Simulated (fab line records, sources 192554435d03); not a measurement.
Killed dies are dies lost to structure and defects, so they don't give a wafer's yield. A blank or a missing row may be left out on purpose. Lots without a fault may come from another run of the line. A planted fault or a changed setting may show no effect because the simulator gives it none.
Split-lot experiment | flow n5_finfet | 7 lots, 21 wafers read, on a route of 1938 steps

THE SPLIT
At N5_BEOL_M3_ETCH_41 (etches SiCN in CH3F/O2, target depth 29.9 nm, time 52.5 s), the setting target_depth_a was moved away from the recipe's 299 angstrom on 6 of the 21 wafers read, by -11.3% to -5.5%. The other wafers ran this setting at the recipe's value.

The reading is taken at the split's own step.

THE READING
etch.depth_nm (the simulator's own value, which no gauge read), in nm, at N5_BEOL_M3_ETCH_41 (etches SiCN in CH3F/O2, target depth 29.9 nm, time 52.5 s). The file gives no usual value for it. The 15 wafers here that ran the recipe average 19.73 nm, standard deviation 0.18 nm.

wafer  | tool, chamber at the split | target_depth_a as run, angstrom | against the recipe | etch.depth_nm, nm | against lot-mates on the recipe
L075.3 | rie_diel-06, 3             | 299                             | recipe             | 19.65             | -
L075.4 | rie_diel-06, 2             | 299                             | recipe             | 19.55             | -
L075.5 | rie_diel-06, 3             | 299                             | recipe             | 19.69             | -
L077.1 | rie_diel-06, 2             | 299                             | recipe             | 19.58             | -
L077.3 | rie_diel-06, 0             | 299                             | recipe             | 19.95             | -
L077.6 | rie_diel-06, 1             | 299                             | recipe             | 19.62             | -
L084.2 | rie_diel-02, 0             | 299                             | recipe             | 19.63             | -
L084.5 | rie_diel-02, 3             | 299                             | recipe             | 19.91             | -
L084.6 | rie_diel-02, 2             | 299                             | recipe             | 19.42             | -
L086.1 | rie_diel-02, 2             | 282.6                           | -5.5%              | 18.54             | -1.41
L086.4 | rie_diel-02, 1             | 299                             | recipe             | 19.95             | -
L086.6 | rie_diel-02, 2             | 282.6                           | -5.5%              | 18.73             | -1.22
L087.3 | rie_diel-02, 2             | 265.1                           | -11.3%             | 17.54             | no lot-mate on the recipe
L087.4 | rie_diel-02, 0             | 265.1                           | -11.3%             | 17.71             | no lot-mate on the recipe
L087.6 | rie_diel-02, 0             | 265.1                           | -11.3%             | 17.65             | no lot-mate on the recipe
L091.1 | rie_diel-02, 1             | 299                             | recipe             | 19.81             | -
L091.3 | rie_diel-02, 0             | 299                             | recipe             | 19.87             | -
L091.4 | rie_diel-02, 2             | 299                             | recipe             | 19.59             | -
L097.4 | rie_diel-02, 3             | 299                             | recipe             | 20.11             | -
L097.5 | rie_diel-02, 2             | 299                             | recipe             | 19.63             | -
L097.6 | rie_diel-02, 1             | 276.3                           | -7.6%              | 18.24             | -1.63

THE FIT
A straight line over all 21 wafers: etch.depth_nm changes by +0.187 nm for each +1% of target_depth_a; r = +0.98; the points scatter about the line by 0.17 nm.
The same after taking each lot's own level away (the mean of its wafers on the recipe; 18 wafers): +0.227 nm for each +1%; r = +0.96; scatter 0.16 nm.
On that fit, the largest move of target_depth_a shifts the reading by 2.6 nm.
The lots' own levels span 19.630 to 19.950 nm, that is 1.7 times the standard deviation above.
So the lot-to-lot level changes the slope: the two fits differ.
Check: with one of the wafers moved furthest among these (-7.6%) left out of the fit, the line predicts -1.82 nm for it against its lot-mates. It came out at -1.63 nm against them.

OTHER SPLITS ON THESE WAFERS
These wafers also went through other splits before the reading. Each is held against what the fit with the lots' levels taken away leaves over:
other split on the same wafers   | wafers away from the commonest value | r with etch.depth_nm (lot level and that fit taken away)
N5_BEOL_M1_COAT_76 temp_c        | 5                                    | +0.08
N5_BEOL_M2_DESCUM_33 time_s      | 6                                    | +0.38
N5_BEOL_M2_ETCH_69 bias_w        | 6                                    | -0.07
N5_BEOL_M3_TRENCH_ETCH_37 time_s | 5                                    | -0.03

THE FILE'S OWN FIT
etch.depth_nm changes by +0.224 nm for each +1% of target_depth_a, r = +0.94.
